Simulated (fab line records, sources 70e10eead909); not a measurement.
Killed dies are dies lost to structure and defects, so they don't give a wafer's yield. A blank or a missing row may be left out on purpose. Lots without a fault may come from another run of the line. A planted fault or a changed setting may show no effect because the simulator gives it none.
Chamber matching | flow nand_harc | NHARC_A_CONTACT_ETCH_88 on rie_diel-08: 4 sister chambers
The step etches the open film in CF4, target depth 39 nm, time 65 s. 4 wafers are shown with their chamber, then 9 later ones without.

WAFERS WITH THEIR CHAMBER
wafer  | chamber | showerhead_plenum_p_Torr (Torr)
L080.6 | 3       | 1.76
L085.2 | 2       | 1.67
L085.4 | 1       | 1.89
L085.6 | 0       | 1.67

WAFERS WITHOUT THEIR CHAMBER
wafer  | showerhead_plenum_p_Torr (Torr)
L086.1 | 1.88
L086.2 | 1.67
L086.4 | 1.75
L095.1 | 1.66
L095.2 | 1.74
L095.3 | 1.88
L096.1 | 1.88
L096.2 | 1.74
L096.5 | 1.66

WHICH CHAMBER EACH WENT THROUGH
wafer  | from the rows above     | in truth
L086.1 | 1                       | 1
L086.2 | can't be placed: 0 or 2 | 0
L086.4 | 3                       | 3
L095.1 | can't be placed: 0 or 2 | 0
L095.2 | 3                       | 3
L095.3 | 1                       | 1
L096.1 | 1                       | 1
L096.2 | 3                       | 3
L096.5 | can't be placed: 0 or 2 | 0
Placed correctly: 6 of 9. Can't be placed from these rows: 3 (the true chamber is among the candidates in 3). Placed wrongly: 0.
How it was worked out, from the rows above alone: a wafer's distance from a chamber is the root of the sum, over the readings, of the square of ((its reading less the chamber's mean) divided by the reading's scatter). The wafer belongs to the nearest chamber; if the next one is less than 2 further off, it can't be placed. A chamber's mean is the mean of its shown wafers. The scatter: with one shown wafer a chamber, the root of the mean of the squares of how far each hidden wafer lies from its nearest shown one.
